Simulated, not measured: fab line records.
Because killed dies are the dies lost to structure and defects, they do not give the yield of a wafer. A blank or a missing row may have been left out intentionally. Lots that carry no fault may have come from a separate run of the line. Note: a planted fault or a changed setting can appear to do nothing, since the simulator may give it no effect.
fab line records | flow n5-finfet
record: lots: 5 wafers: 15 last-day: 16
route steps=1938 shown HKMG_FIN@436 GATE_CUT@465 BEOL_M4@1111 PASSIVATION@1936
lots with no fault: from the same line, run without faults
start-h: start of the lot's first displayed wafer, in hours after the record's first day | wait-h: hours since the lot's step before | " the same as in the row above | L1.1+2: one row covering several wafers at once | - no value present, or no start provided | * or withheld: withheld | < > ~ a bound
route shown NAME@n: NAME is a module with steps in the file, n the number in the route of the first one | usual: mean/standard deviation taken from wafers without a fault | same: alike in all rows | chamber/n: place in a boat | sites: each site's reading | _std_site: how widely they spread, as a standard deviation | _edge_site: inner sites' mean taken away from outer sites' mean | radius-mm: for every site, how far away it sits from the centre of the wafer | mask NAME#n: copy n | behind: tool/chamber where the wafer was last shaped | hold: cause of the lot's hold/its duration in hours/its outcome | device: whichever transistor did not switch (one of n, p or np) | end of line: tests of these same wafers at the route's end | a step without rows: its recipe alone | killed: not the wafer's yield, but the dies lost to structure and defects at the first sort | map: the dies of a wafer, with x for killed, . for not killed, _ for no die there
set.NAME: setting as actually run; set.NAME@STEP: the setting as run at that earlier step | model.NAME: the simulator's own value behind a step, which no gauge read
certain route steps with their lots: each step a table, each wafer a row
services: from which hour (start-h, from the record's first day; less than 0 if before it) a tool's chamber was out of use, for how many hours, and why
== steps ==
step: N5_HKMG_FIN_STRIP_33
recipe: chemistry: N2/H2 temp-c: 40 n2-flow-sccm: 200 h2-flow-sccm: 200 rf-frequency-hz: 6e+07
step: N5_HKMG_FIN_STRIP_34
recipe: chemistry: CF4 resist: SiARC power-w: 300 bias-power-w: 75 pressure-mtorr: 50 cf4-flow-sccm: 150 rf-frequency-hz: 6e+07
step: N5_HKMG_FIN_ETCH_35
recipe: chemistry: N2/H2 target: SOC target-depth-a: 2158 ion-energy-ev: 65 bias-w: 5 source-w: 3000 time-s: 243.4 pressure-mtorr: 30 n2-flow-sccm: 200 h2-flow-sccm: 200
step: N5_HKMG_FIN_STRIP_92
recipe: chemistry: N2/H2 material: SOC time-s: 20 power-w: 500 temp-c: 40 pressure-mtorr: 50 rf-frequency-hz: 6e+07 bias-power-w: 8 h2-frac: 0.5 n2-flow-sccm: 300 h2-flow-sccm: 300
step: N5_HKMG_FIN_WET_ETCH_18
recipe: chemistry: SC1 target: TiN mix: 1:1:5 temp-c: * time-s: 55 target-depth-nm: 5.2 dry: ipa-marangoni rinse-time-s: 30 rinse-temp-c: 23
step: N5_HKMG_FIN_STRIP_19
recipe: chemistry: N2/H2 power-w: 2500 temp-c: 300 h2-frac: 0.65 time-s: 360 pressure-mtorr: withheld n2-flow-sccm: 1750 h2-flow-sccm: 3250
step: N5_HKMG_FIN_ALD_91
recipe: material: TiN target-thk-a: 10 temp-c: 400 ald-precursor-family: TiCl4 ald-co-reactant: NH3 pulse-time-s: 1 purge-time-s: 3 co-reactant-purge-time-s: 2 co-reactant-pulse-time-s: 2 ald-cycles: 47 pressure-torr: 3
step: N5_HKMG_FIN_COAT_85
recipe: resist: SOC temp-c: 250 time-s: 60 spin-rpm: 1500 resist-thk-nm: 300
step: N5_HKMG_FIN_ETCH_86
recipe: chemistry: N2/H2 target: SOC target-depth-a: 3932 stop-on: TiN ion-energy-ev: 100 bias-w: 61 pressure-mtorr: 30 source-w: 850 n2-flow-sccm: 200 h2-flow-sccm: 200
step: N5_HKMG_FIN_STRIP_89
recipe: chemistry: N2/H2 material: SOC time-s: 20 power-w: 500 temp-c: 40 pressure-mtorr: 50 rf-frequency-hz: 6e+07 bias-power-w: 8 h2-frac: 0.5 n2-flow-sccm: 300 h2-flow-sccm: 300
step: N5_HKMG_FIN_WET_ETCH_87
recipe: chemistry: SC1 target: TiN mix: 1:2:40 temp-c: 50 time-s: 154.2 target-depth-nm: 4.7 dry: ipa-marangoni rinse-time-s: 30 rinse-temp-c: 23
step: N5_HKMG_FIN_STRIP_88
recipe: chemistry: N2/H2 power-w: 2500 temp-c: 300 h2-frac: 0.65 time-s: 360 pressure-mtorr: withheld n2-flow-sccm: 1750 h2-flow-sccm: 3250
step: N5_HKMG_FIN_NWFM_ALD_20
recipe: material: TiAlC target-thk-a: 20 temp-c: 300 ald-precursor-family: TiCl4 ald-co-reactant: TEA pulse-time-s: 3 purge-time-s: 2 co-reactant-purge-time-s: 2 co-reactant-pulse-time-s: 10 ald-cycles: 7 pressure-torr: 3
usual: heater-power-w: 495/31 precursor-pulse-height-rel: 0.998/0.02 susceptor-temp-C: 300.01/0.19
columns lot.wafer tool chamber start-h wait-h heater-power-w precursor-pulse-height-rel since-wet-clean-h susceptor-temp-C
L440.3 ald-metal-01 0 126.11 0.1 475 1.031 4404 299.80
L440.5 " 0 " " 476 0.952 - 300.33
L440.6 " 1 " " 536 0.987 - 299.94
L447.1 ald-metal-01 0 169.41 0.3 429 0.987 4448 287.27
L447.3 " 1 " " 524 1.012 4448 300.09
L447.6 " 2 " " 538 0.978 - 300.01
L448.2 ald-metal-04 2 174.52 0.3 498 0.973 5991 300.13
L448.4 " 3 " " 430 0.989 5991 299.88
L448.6 " 2 " " 501 0.994 - 299.65
L449.1 ald-metal-01 1 180.33 0.3 529 1.016 4459 299.97
L449.2 " 0 " " 431 1.007 4459 287.04
L449.4 " 2 " " 541 1.033 - 299.95
L451.1 ald-metal-01 0 192.27 0.3 434 0.986 4471 287.26
L451.3 " 2 " " 527 1.016 4471 299.97
L451.5 " 3 " " 462 1.004 - 299.97
step: N5_HKMG_FIN_ALD_71
recipe: material: TiN target-thk-a: 10 temp-c: 400 ald-precursor-family: TiCl4 ald-co-reactant: NH3 pulse-time-s: 1 purge-time-s: 3 co-reactant-purge-time-s: 2 co-reactant-pulse-time-s: 2 ald-cycles: 47 pressure-torr: 3
step: N5_HKMG_FIN_COAT_66
recipe: resist: SOC temp-c: 250 time-s: 60 spin-rpm: 1500 resist-thk-nm: 300
step: N5_HKMG_FIN_ETCH_67
recipe: chemistry: N2/H2 target: SOC target-depth-a: 3889 stop-on: TiN ion-energy-ev: 100 bias-w: 61 pressure-mtorr: 30 source-w: 850 n2-flow-sccm: 200 h2-flow-sccm: 200
step: N5_HKMG_FIN_STRIP_90
recipe: chemistry: N2/H2 material: SOC time-s: 20 power-w: 500 temp-c: 40 pressure-mtorr: 50 rf-frequency-hz: 6e+07 bias-power-w: 8 h2-frac: 0.5 n2-flow-sccm: 300 h2-flow-sccm: 300
step: N5_HKMG_FIN_WET_ETCH_73
recipe: chemistry: SC1 mix: 1:2:40 temp-c: 50 time-s: 42.3 target-depth-nm: 1.3 dry: ipa-marangoni rinse-time-s: 30 rinse-temp-c: 23
step: N5_HKMG_FIN_ETCHBACK_68
recipe: chemistry: Cl2/Ar stop-on: HfO2 target-depth-a: 5 pressure-mtorr: 10 icp-w: 600 bias-w: 60 Cl2_flow_sccm: 40 Ar_flow_sccm: 60
step: N5_HKMG_FIN_STRIP_69
recipe: chemistry: N2/H2 power-w: 2500 temp-c: 300 h2-frac: 0.65 time-s: 360 pressure-mtorr: withheld n2-flow-sccm: 1750 h2-flow-sccm: 3250
step: N5_HKMG_FIN_ALD_21
recipe: material: TiN target-thk-a: 15 temp-c: 400 ald-precursor-family: TiCl4 ald-co-reactant: NH3 pulse-time-s: 1 purge-time-s: 3 co-reactant-purge-time-s: 2 co-reactant-pulse-time-s: 2 ald-cycles: 68 pressure-torr: 3
step: N5_HKMG_FIN_ALD_72
recipe: material: W target-thk-a: 20 temp-c: 300 pressure-torr: 7.5 ald-precursor-family: WF6 ald-co-reactant: B2H6 pulse-time-s: 1 purge-time-s: 2 co-reactant-purge-time-s: 2 co-reactant-pulse-time-s: 3 ald-cycles: 7
step: N5_HKMG_FIN_W_FILL_22
recipe: material: W target-thk-a: 600 temp-c: 400 pressure-torr: 39.4 time-s: 18.2
step: N5_HKMG_FIN_PRECLEAN_83
recipe: chemistry: DIW time-s: 57.5 temp-c: 23
step: N5_HKMG_FIN_SRD_84
recipe: dry-time-s: 32 dry: n2-spin spin-rpm: 1500
step: N5_HKMG_FIN_CMP_23
recipe: stop-on: SiNx t-overpolish-s: 10 post-cmp-clean: rinse-only down-force-psi: 4 platen-rpm: 50.289 pad-velocity-m-s: 1.0006 target-thk-nm: 46.326
step: N5_HKMG_FIN_CMP_94
recipe: stop-on: SiNx post-cmp-clean: w-dilute-nh4oh t-overpolish-s: 4.7 down-force-psi: 4 platen-rpm: 50.289 pad-velocity-m-s: 1.0006 target-thk-nm: 43.299
step: N5_GATE_CUT_ETCHBACK_00
recipe: chemistry: SF6/Cl2 target: W pressure-mtorr: 8 icp-w: 900 bias-w: 80 SF6_flow_sccm: 40 Cl2_flow_sccm: 60
step: N5_GATE_CUT_ETCH_56
recipe: chemistry: Cl2/Ar target: TiN target-depth-a: 216 pressure-mtorr: 10 icp-w: 600 bias-w: 60 Cl2_flow_sccm: 40 Ar_flow_sccm: 60
step: N5_GATE_CUT_ETCHBACK_30
recipe: chemistry: Cl2/Ar target: TiN target-depth-a: 30 mode: isotropic pressure-mtorr: 10 icp-w: 600 bias-w: 60 Cl2_flow_sccm: 40 Ar_flow_sccm: 60
step: N5_GATE_CUT_VAPOR_ETCH_60
recipe: chemistry: BCl3/Cl2 target: HfO2 mode: isotropic
step: N5_GATE_CUT_ETCH_58
recipe: chemistry: CH3F/O2 target: SiNx target-depth-a: 170 time-s: 128.6 ion-energy-ev: 50 pressure-mtorr: 30 source-w: 415 bias-w: 21 Ar_flow_sccm: 150 CH3F_flow_sccm: 30 O2_flow_sccm: 20
step: N5_GATE_CUT_STRIP_59
recipe: chemistry: N2/H2 time-s: 20 power-w: 100 temp-c: 40 pressure-mtorr: 100 rf-frequency-hz: 6e+07 bias-power-w: 3 n2-flow-sccm: 300 h2-flow-sccm: 300
step: N5_GATE_CUT_PRECLEAN_31
recipe: temp-c: 23 chemistry: DIW time-s: 300
step: N5_GATE_CUT_SRD_32
recipe: time-s: 30 temp-c: 23 rinse-liquid: diw dry: ipa-marangoni
step: N5_GATE_CUT_SAC_CAP_01
recipe: material: SiNx target-thk-a: 240 temp-c: 400 ald-precursor-family: SiH2I2 ald-co-reactant: N2/H2-plasma pulse-time-s: 1 ald-cycles: 480 purge-time-s: 2 co-reactant-purge-time-s: 2 pressure-torr: 2
step: N5_GATE_CUT_PECVD_57
recipe: material: SiNx target-thk-a: 210 temp-c: 400 precursor: SiH4/NH3/N2 pressure-torr: 1.5 rf-w: 300
step: N5_GATE_CUT_CMP_02
recipe: stop-on: SiO2 t-overpolish-s: 12.7 post-cmp-clean: alkaline-brush down-force-psi: 2.5 platen-rpm: 51.8 pad-velocity-m-s: 1.0307 target-thk-nm: 0
step: N5_GATE_CUT_HM_DEP_46
recipe: material: SiO2 target-thk-a: 1300 temp-c: 400 precursor: TEOS/O2 pressure-torr: 6.5 rf-w: 900 teos-flow-sccm: 161.4 gas: O2 flow-sccm: 2650 time-s: 26.6
step: N5_BEOL_M4_RC_MEAS_101
usual: DIBL_N: 36.2/1.6 DIBL_P: 36.5/1.9 IOFF_N: 0.158/0.027 IOFF_N_85C: 3.1/0.45 IOFF_N_LIN: 0.073/0.01 IOFF_N_LONG: 5.45e-05/2.1e-06 IOFF_P: 0.21/0.038 ION_N: 675/12 ION_P: 464/8.9 SS_N: 71.5/0.61 SS_P: 73.4/0.59 VT_N: 250.4/3 VT_N_LONG: 275.5/1.7 VT_N_LVT: 99.1/2.9 VT_P: -250/3.6
columns lot.wafer tool chamber start-h wait-h DIBL_N[mV/V] DIBL_P[mV/V] IOFF_N[nA/um] IOFF_N_85C[nA/um] IOFF_N_LIN[nA/um] IOFF_N_LONG[nA/um] IOFF_P[nA/um] ION_N[uA/um] ION_P[uA/um] SS_N[mV/dec] SS_P[mV/dec] VT_N[mV] VT_N_LONG[mV] VT_N_LVT[mV] VT_P[mV]
L440.3 prober-01 0 212.85 0.3 36.4 34.1 0.138 2.7 0.064 5.37e-05 0.15 662 449 71.5 73.1 253.4 279.5 99.5 -258
L440.5 " 0 " " 34.5 33.1 0.119 2.5 0.058 5.26e-05 0.14 654 447 70.9 73.1 253.1 276.6 100.3 -257
L440.6 " 0 " " 36.6 35.9 0.148 2.9 0.069 5.31e-05 0.18 676 458 71.7 73.3 249.8 276.9 98.6 -255
L447.1 prober-02 0 275.09 0.0 36.0 36.8 0.070 1.6 0.033 3.42e-05 0.26 628 470 71.9 73.5 273.9 296.6 120.2 -245
L447.3 " 0 " " 32.6 33.1 0.108 2.3 0.055 5.48e-05 0.15 663 454 71.3 73.0 252.2 274.7 101.3 -255
L447.6 " 0 " " 35.5 35.9 0.148 3.0 0.070 5.64e-05 0.19 669 459 72.0 73.0 248.8 276.5 98.8 -251
L451.1 prober-01 0 276.71 0.0 34.3 37.1 0.062 1.4 0.029 3.32e-05 0.24 621 473 72.5 73.1 276.2 297.6 122.9 -247
L451.3 " 0 " " 34.1 36.9 0.137 2.7 0.065 5.17e-05 0.19 671 462 71.9 73.8 251.3 275.7 100.8 -252
L451.5 " 0 " " 36.8 39.9 0.192 3.6 0.085 5.31e-05 0.25 683 470 72.1 73.9 249.9 275.8 96.8 -249
L448.2 prober-02 0 276.97 0.2 35.5 35.7 0.137 2.7 0.065 5.39e-05 0.18 682 465 70.4 72.0 254.0 275.1 100.4 -254
L448.4 " 0 " " 36.5 35.6 0.151 3.0 0.070 5.52e-05 0.18 675 457 71.9 73.7 249.8 277.6 99.5 -253
L448.6 " 0 " " 37.0 36.4 0.165 3.2 0.075 5.57e-05 0.20 690 471 71.0 72.8 248.1 276.7 97.1 -250
L449.1 prober-01 0 279.61 0.0 36.4 37.3 0.157 3.0 0.072 5.2e-05 0.20 678 461 72.5 73.5 250.1 276.6 100.9 -253
L449.2 " 0 " " 33.2 34.9 0.055 1.2 0.028 3.17e-05 0.22 619 474 70.8 72.5 275.3 297.2 124.7 -247
L449.4 " 0 " " 35.4 35.7 0.145 2.8 0.068 5.14e-05 0.20 665 453 71.5 73.4 251.5 275.3 102.5 -254
step: N5_PASSIVATION_PROBE_49
usual: defect-limited-yield: 91.3/1.7 killed_at_M0_to_M3: 33/11 killed_at_M4_up: 14/5.5 killed-at-contacts: 13/6.5 killed-at-front-end: 39/13 killed-at-other: 3.4/2.9 killed-dies: 103/20 killed-open: 69/15 killed-short: 32/8.1 sort_bin_5_function: 5.1/1.1 sort_bin_6_memory: 3.3/0.74 sort_bin_8_speed: 0.00/0.014 sort-n-pass: 1077/20 sort-yield-pct: 91.3/1.7
same: gross-dies: 1180 killed-at-back-side: 0 sort_bin_4_leakage[%]: 0
columns lot.wafer tool chamber start-h wait-h defect-limited-yield[%] killed_at_M0_to_M3 killed_at_M4_up killed-at-contacts killed-at-front-end killed-at-other killed-dies killed-open killed-short sort_bin_5_function[%] sort_bin_6_memory[%] sort_bin_8_speed[%] sort-n-pass sort-yield-pct[%]
L440.3 prober-02 - 331.87 0.1 92.2 26 15 5 45 1 92 64 22 4.4 3.1 0 1088 92.2
L440.5 prober-02 - 331.97 0.2 91.2 25 24 9 45 1 104 67 36 4.7 3.7 0 1076 91.2
L440.6 prober-02 - 332.02 0.3 92.0 25 20 17 32 0 94 59 35 5.1 2.5 0 1086 92.0
L447.1 prober-01 - 378.14 0.0 90.7 36 14 9 49 2 110 72 36 4.4 4.7 22.88 800 67.8
L447.3 prober-01 - 378.24 0.1 91.7 37 8 5 47 1 98 62 31 5.4 2.2 0 1082 91.7
L447.6 prober-01 - 378.39 0.3 89.9 35 13 5 64 2 119 84 30 5.1 4.7 0 1061 89.9
L451.1 prober-01 - 385.74 0.0 91.8 31 11 14 38 3 97 62 32 6.1 1.9 59.58 380 32.2
L451.3 prober-01 - 385.84 0.1 90.1 36 14 11 50 6 117 80 37 6.0 3.6 0 1063 90.1
L449.2 prober-01 - 390.80 0.1 89.7 20 17 21 58 5 121 73 45 5.9 3.8 32.46 676 57.3
L448.2 prober-01 - 391.85 0.1 90.9 48 13 13 33 0 107 68 39 5.6 3.3 0 1073 90.9
L448.4 prober-01 - 391.95 0.2 91.4 31 20 18 30 3 102 67 34 4.5 3.6 0 1078 91.4
L448.6 prober-01 - 392.05 0.3 91.0 36 15 12 37 6 106 63 37 5.8 3.1 0 1074 91.0
killed by level:class
L440.3 STI_FIN_REVEAL:geometric-particle:open=13 FIN_SAQP:geometric-particle:open=8 BEOL_M4:geometric-particle:open=8 BEOL_M1:geometric-particle:open=6 MOL_CONTACT_COAG:geometric-particle:open=5 BEOL_M3:geometric-particle:open=5 STARTING-WAFER:geometric-particle:open=5 BEOL_M0_SAQP:geometric-particle:open=4
L440.5 BEOL_M4:geometric-particle:open=14 STI_FIN_REVEAL:geometric-particle:open=8 FIN_SAQP:geometric-particle:open=7 MOL_CONTACT_COAG:geometric-particle:open=6 BEOL_M1:geometric-particle:short=6 BEOL_M0_SAQP:geometric-particle:open=5 BEOL_M1:geometric-particle:open=5 STARTING-WAFER:geometric-particle:short=5
L440.6 MOL_CONTACT_COAG:geometric-particle:open=13 BEOL_M4:geometric-particle:open=9 FIN_SAQP:geometric-particle:open=5 STI_FIN_REVEAL:geometric-particle:open=5 BEOL_M5:geometric-particle:open=5 FIN_SAQP:geometric-particle:short=4 MOL_CONTACT_COAG:geometric-particle:short=4 BEOL_M0_SAQP:geometric-particle:short=4
L447.1 FIN_SAQP:geometric-particle:open=18 FIN_SAQP:geometric-particle:short=8 MOL_CONTACT_COAG:geometric-particle:open=8 BEOL_M3:geometric-particle:open=8 DUMMY_GATE:geometric-particle:open=6 BEOL_M4:geometric-particle:open=6 BEOL_M0_SAQP:geometric-particle:open=5 BEOL_M0_SAQP:geometric-particle:short=5
L447.3 FIN_SAQP:geometric-particle:open=12 FIN_SAQP:geometric-particle:short=12 BEOL_M2:geometric-particle:open=10 BEOL_M1:geometric-particle:open=9 STI_FIN_REVEAL:geometric-particle:open=7 BEOL_M0_SAQP:geometric-particle:short=7 BEOL_M0_SAQP:geometric-particle:open=6 MOL_CONTACT_COAG:geometric-particle:open=4
L447.6 FIN_SAQP:geometric-particle:open=26 BEOL_M0_SAQP:geometric-particle:open=12 FIN_SAQP:geometric-particle:short=9 STI_FIN_REVEAL:geometric-particle:open=9 BEOL_M2:geometric-particle:open=8 BEOL_M0_SAQP:geometric-particle:short=7 DUMMY_GATE:geometric-particle:open=5 BEOL_M3:geometric-particle:open=5
L451.1 MOL_CONTACT_COAG:geometric-particle:open=10 BEOL_M2:geometric-particle:open=9 DUMMY_GATE:geometric-particle:open=8 BEOL_M3:geometric-particle:open=7 FIN_SAQP:geometric-particle:open=6 STI_FIN_REVEAL:geometric-particle:open=6 BEOL_M0_SAQP:geometric-particle:short=5 FIN_SAQP:geometric-particle:short=4
L451.3 STI_FIN_REVEAL:geometric-particle:open=21 MOL_CONTACT_COAG:geometric-particle:open=8 BEOL_M3:geometric-particle:open=8 BEOL_M0_SAQP:geometric-particle:short=7 BEOL_M0_SAQP:geometric-particle:open=7 BEOL_M2:geometric-particle:open=5 BEOL_M4:geometric-particle:open=5 FIN_SAQP:geometric-particle:short=4
L449.2 MOL_CONTACT_COAG:geometric-particle:open=16 STI_FIN_REVEAL:geometric-particle:open=14 FIN_SAQP:geometric-particle:short=10 FIN_SAQP:geometric-particle:open=7 GATE_CUT:geometric-particle:short=7 BEOL_M2:geometric-particle:open=5 BEOL_M4:geometric-particle:open=4 MOL_CONTACT_COAG:geometric-particle:short=4
L448.2 BEOL_M0_SAQP:geometric-particle:open=16 BEOL_M0_SAQP:geometric-particle:short=11 MOL_CONTACT_COAG:geometric-particle:open=10 FIN_SAQP:geometric-particle:open=8 BEOL_M2:geometric-particle:open=8 FIN_SAQP:geometric-particle:short=7 BEOL_M1:geometric-particle:open=5 BEOL_M4:geometric-particle:open=5
L448.4 MOL_CONTACT_COAG:geometric-particle:open=16 BEOL_M4:geometric-particle:open=10 GATE_CUT:geometric-particle:short=8 BEOL_M0_SAQP:geometric-particle:short=8 BEOL_M2:geometric-particle:open=8 FIN_SAQP:geometric-particle:open=7 BEOL_M0_SAQP:geometric-particle:open=6 STI_FIN_REVEAL:geometric-particle:open=3
L448.6 BEOL_M2:geometric-particle:open=12 FIN_SAQP:geometric-particle:short=10 FIN_SAQP:geometric-particle:open=8 BEOL_M4:geometric-particle:open=8 MOL_CONTACT_COAG:geometric-particle:open=7 BEOL_M0_SAQP:geometric-particle:short=7 BEOL_M3:geometric-particle:open=6 MOL_CONTACT_COAG:geometric-particle:short=5
map L447.6 (x killed, . not)
_________________..xx........________________
______________.................._____________
___________..x.........x.x....x.x.x__________
__________.............x...x........_________
________....x..x....x.x..............._______
_______..........x........x..........xx______
______x......x..x....x.....xx.....x....._____
_____............................x.......____
____.......x.....x...x...x................___
___.......x......x...................x.....__
___....xx................x.........xx......__
__......x.....xx......................x....._
__...............x.....xx..................._
_........x......x............................
_...................x..........x.....x......x
_.x..............x..............xx..........x
_.........x....x.............................
_.x....x..x.xx.........x.........x.....x..x..
_x........x.x............x.......x.x.........
_...............x...................x........
_....x.x.......xx..x...........x..x...x......
__....x...x.x..x..x...............x........._
__.x...................x...x.....x.x........_
___.....x..................................__
___............x.........................x.__
____x...x.....x....x.x......x.........x...___
_____....x......................x....x...____
______..........x.x..x................x._____
_______...........................x....______
________.............................x_______
__________...........x......x....x.._________
___________.........x..............__________
______________..............x..._____________
_________________......x.....________________
map L449.2 (x killed, . not)
_________________...........x________________
______________.................._____________
___________..................x.....__________
__________...x......................_________
________............x...x............._______
_______......x....................x....______
______.......xx.............x..........._____
_____....................................____
____.x.....x.....x.x........xx........x...___
___..............x.x..x.....x.xx..........x__
___x..x......x....xxx.....x..........x...x.__
__...........x...x.x........x..............._
__.............x...x........................_
_x..xx.....xx..........x...........x.........
_..x...................................x...x.
_......x......x...xx...........x...........x.
_..............xx...........................x
_.....................x.......x...x.x........
_x.....x...x..x.xxx........................x.
_..........x.....x......................x....
_.........................x.................x
__...............x....x...xx......x......x.._
__.............x.x.xx.........xx....x...x..._
___....xx.................x................__
___........x.....x...................x.....__
____...x..............xx...x..........x...___
_____....x...........xx...........x......____
______...x......x..........x........xx.._____
_______....x.........x.................______
________........x...x..........x......_______
__________..xx......................_________
___________.x....x....xx...........__________
______________.................._____________
_________________...........x________________
== services ==
columns tool chamber start-h hours kind
ald-metal-01 - 109.13 14.6 pm
ald-metal-01 - 123.82 0.6 repair
ald-metal-04 - 135.80 14.6 pm
ald-metal-04 - 153.92 8.7 pm
ald-metal-01 3 172.43 7.9 repair
ald-metal-04 - 180.21 2.8 pm
== key ==
first-sign: step: N5_HKMG_FIN_NWFM_ALD_20 reading: susceptor-temp-C direction: down sigmas: 67 usual: * struck: *
effect: step: N5_HKMG_FIN_NWFM_ALD_20 reading: heater-power-w direction: down sigmas: 2.1 usual: * struck: *
effect: step: N5_BEOL_M4_RC_MEAS_101 reading: VT_N_LONG direction: up sigmas: 13 usual: 275.5 struck: 297.1
effect: step: N5_BEOL_M4_RC_MEAS_101 reading: IOFF_N_LONG direction: down sigmas: 10 usual: 5.45e-05 struck: 3.3e-05
effect: step: N5_BEOL_M4_RC_MEAS_101 reading: VT_N direction: up sigmas: 8.2 usual: 250.4 struck: 275.2
effect: step: N5_BEOL_M4_RC_MEAS_101 reading: VT_N_LVT direction: up sigmas: 8 usual: 99.1 struck: 122.6
effect: step: N5_BEOL_M4_RC_MEAS_101 reading: ION_N direction: down sigmas: 4.4 usual: 675 struck: 622
effect: step: N5_BEOL_M4_RC_MEAS_101 reading: IOFF_N_LIN direction: down sigmas: 4.1 usual: 0.073 struck: 0.030
effect: step: N5_BEOL_M4_RC_MEAS_101 reading: IOFF_N_85C direction: down sigmas: 3.7 usual: 3.1 struck: 1.4
effect: step: N5_BEOL_M4_RC_MEAS_101 reading: IOFF_N direction: down sigmas: 3.5 usual: 0.158 struck: 0.062
effect: step: N5_PASSIVATION_PROBE_49 reading: sort_bin_8_speed direction: up sigmas: 99+ usual: 0.00 struck: 38.31
met-at N5_HKMG_FIN_NWFM_ALD_20
struck-wafers L447.1,L449.2,L451.1
onset-between 126.11 169.41
fault: kind: process-parameter-drift tool: ald-metal-01 chamber: 0 onset-h: 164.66 steps: N5_HKMG_FIN_NWFM_ALD_20 channel: temp-c offset: * shape: step end-h: 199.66 acts-in: * stated: *
